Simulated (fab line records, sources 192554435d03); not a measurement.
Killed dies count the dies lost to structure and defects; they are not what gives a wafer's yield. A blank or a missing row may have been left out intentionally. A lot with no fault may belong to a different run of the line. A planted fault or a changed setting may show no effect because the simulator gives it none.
Split-lot trial || flow n5 finfet || route with 1938 steps; 7 lots, 21 wafers read

== SPLIT DETAILS ==
At N5_BEOL_M10_ETCH_66 (etches SOC in N2/H2, target depth 120 nm, overetch 24 nm, time 180 s), the setting time s was moved away from the recipe's 180 s on 8 of the 21 wafers read, by -21.4% to +20.3%. This setting was run at the recipe's value on the other wafers.

The reading is taken at the split's own step.

== THE READING ==
SiARC_of_BEOL_M10_COAT_64.thk nm (the simulator's own value, which no gauge read), in nm, at N5_BEOL_M10_ETCH_66 (etches SOC in N2/H2, target depth 120 nm, overetch 24 nm, time 180 s). There is no usual value for it anywhere in the file. Here, 13 wafers ran the recipe; their average is 22.8 nm with a standard deviation of 0.42 nm.

{"wafer": "L074.1", "tool, chamber at the split": "rie diel-01, 2", "time s as run, s": 180, "against the recipe": "recipe", "SiARC_of_BEOL_M10_COAT_64.thk nm, nm": 23.2, "against lot-mates on the recipe": "-"}
{"wafer": "L074.2", "tool, chamber at the split": "rie diel-01, 3", "time s as run, s": 216.4, "against the recipe": "+20.2%", "SiARC_of_BEOL_M10_COAT_64.thk nm, nm": 21.8, "against lot-mates on the recipe": -1.4}
{"wafer": "L074.5", "tool, chamber at the split": "rie diel-01, 1", "time s as run, s": 216.4, "against the recipe": "+20.2%", "SiARC_of_BEOL_M10_COAT_64.thk nm, nm": 21.4, "against lot-mates on the recipe": -1.8}
{"wafer": "L081.1", "tool, chamber at the split": "rie diel-05, 3", "time s as run, s": 180, "against the recipe": "recipe", "SiARC_of_BEOL_M10_COAT_64.thk nm, nm": 22.6, "against lot-mates on the recipe": "-"}
{"wafer": "L081.5", "tool, chamber at the split": "rie diel-05, 2", "time s as run, s": 180, "against the recipe": "recipe", "SiARC_of_BEOL_M10_COAT_64.thk nm, nm": 23, "against lot-mates on the recipe": "-"}
{"wafer": "L081.6", "tool, chamber at the split": "rie diel-05, 1", "time s as run, s": 180, "against the recipe": "recipe", "SiARC_of_BEOL_M10_COAT_64.thk nm, nm": 22.4, "against lot-mates on the recipe": "-"}
{"wafer": "L089.3", "tool, chamber at the split": "rie diel-01, 0", "time s as run, s": 180, "against the recipe": "recipe", "SiARC_of_BEOL_M10_COAT_64.thk nm, nm": 22.6, "against lot-mates on the recipe": "-"}
{"wafer": "L089.5", "tool, chamber at the split": "rie diel-01, 1", "time s as run, s": 180, "against the recipe": "recipe", "SiARC_of_BEOL_M10_COAT_64.thk nm, nm": 23, "against lot-mates on the recipe": "-"}
{"wafer": "L089.6", "tool, chamber at the split": "rie diel-01, 2", "time s as run, s": 216.6, "against the recipe": "+20.3%", "SiARC_of_BEOL_M10_COAT_64.thk nm, nm": 22, "against lot-mates on the recipe": -0.8}
{"wafer": "L090.1", "tool, chamber at the split": "rie diel-01, 0", "time s as run, s": 180, "against the recipe": "recipe", "SiARC_of_BEOL_M10_COAT_64.thk nm, nm": 22.2, "against lot-mates on the recipe": "-"}
{"wafer": "L090.2", "tool, chamber at the split": "rie diel-01, 2", "time s as run, s": 180, "against the recipe": "recipe", "SiARC_of_BEOL_M10_COAT_64.thk nm, nm": 23.2, "against lot-mates on the recipe": "-"}
{"wafer": "L090.4", "tool, chamber at the split": "rie diel-01, 1", "time s as run, s": 145.8, "against the recipe": "-19.0%", "SiARC_of_BEOL_M10_COAT_64.thk nm, nm": 24.4, "against lot-mates on the recipe": "+1.7"}
{"wafer": "L091.2", "tool, chamber at the split": "rie diel-05, 3", "time s as run, s": 141.4, "against the recipe": "-21.4%", "SiARC_of_BEOL_M10_COAT_64.thk nm, nm": 24.2, "against lot-mates on the recipe": "+1.8"}
{"wafer": "L091.3", "tool, chamber at the split": "rie diel-05, 1", "time s as run, s": 180, "against the recipe": "recipe", "SiARC_of_BEOL_M10_COAT_64.thk nm, nm": 22.4, "against lot-mates on the recipe": "-"}
{"wafer": "L091.4", "tool, chamber at the split": "rie diel-05, 0", "time s as run, s": 141.4, "against the recipe": "-21.4%", "SiARC_of_BEOL_M10_COAT_64.thk nm, nm": 23.8, "against lot-mates on the recipe": "+1.4"}
{"wafer": "L093.1", "tool, chamber at the split": "rie diel-05, 0,1", "time s as run, s": 142.4, "against the recipe": "-20.9%", "SiARC_of_BEOL_M10_COAT_64.thk nm, nm": 24, "against lot-mates on the recipe": "+1.2"}
{"wafer": "L093.4", "tool, chamber at the split": "rie diel-05, 0,1", "time s as run, s": 142.4, "against the recipe": "-20.9%", "SiARC_of_BEOL_M10_COAT_64.thk nm, nm": 24, "against lot-mates on the recipe": "+1.2"}
{"wafer": "L093.3", "tool, chamber at the split": "rie diel-05, 3", "time s as run, s": 180, "against the recipe": "recipe", "SiARC_of_BEOL_M10_COAT_64.thk nm, nm": 22.8, "against lot-mates on the recipe": "-"}
{"wafer": "L096.2", "tool, chamber at the split": "rie diel-02, 3", "time s as run, s": 180, "against the recipe": "recipe", "SiARC_of_BEOL_M10_COAT_64.thk nm, nm": 22.2, "against lot-mates on the recipe": "-"}
{"wafer": "L096.3", "tool, chamber at the split": "rie diel-02, 1", "time s as run, s": 180, "against the recipe": "recipe", "SiARC_of_BEOL_M10_COAT_64.thk nm, nm": 23.4, "against lot-mates on the recipe": "-"}
{"wafer": "L096.5", "tool, chamber at the split": "rie diel-02, 1", "time s as run, s": 180, "against the recipe": "recipe", "SiARC_of_BEOL_M10_COAT_64.thk nm, nm": 23.4, "against lot-mates on the recipe": "-"}
Where a row lists several chambers, the file gives one row for several wafers and doesn't say which wafer went through which chamber.

FIT RESULTS
A straight line over all 21 wafers: SiARC_of_BEOL_M10_COAT_64.thk nm changes by -0.0577 nm for each +1% of time s; r = -0.89; the points scatter about the line by 0.38 nm.
The same after taking each lot's own level away (the mean of its wafers on the recipe; 21 wafers): -0.0683 nm for each +1%; r = -0.92; scatter 0.37 nm.
According to that fit, moving time s by its largest amount changes the reading by 1.5 nm.
The lots' own levels span 22.40 to 23.20 nm, that is 1.9 times the standard deviation above.
So the slope is not independent of the lot-to-lot level: the two fits are not the same.
Check: for one of the wafers moved furthest among these (-21.4%), held out of the fit, the line's prediction against its lot-mates is +1.42 nm. Against them it came out at +1.8 nm.

== ADDITIONAL SPLITS CARRIED BY THESE WAFERS ==
Other splits were also applied to these wafers ahead of the reading. Each is held against what the fit with the lots' levels taken away leaves over:
{"other split on the same wafers": "N5_BEOL_M9_EXPOSE_08 dose mj", "wafers away from the commonest value": 7, "r with SiARC_of_BEOL_M10_COAT_64.thk nm (lot level and that fit taken away)": "+0.20"}

== THE FILE'S OWN FIT ==
SiARC_of_BEOL_M10_COAT_64.thk nm changes by -0.0675 nm for each +1% of time s, r = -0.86.
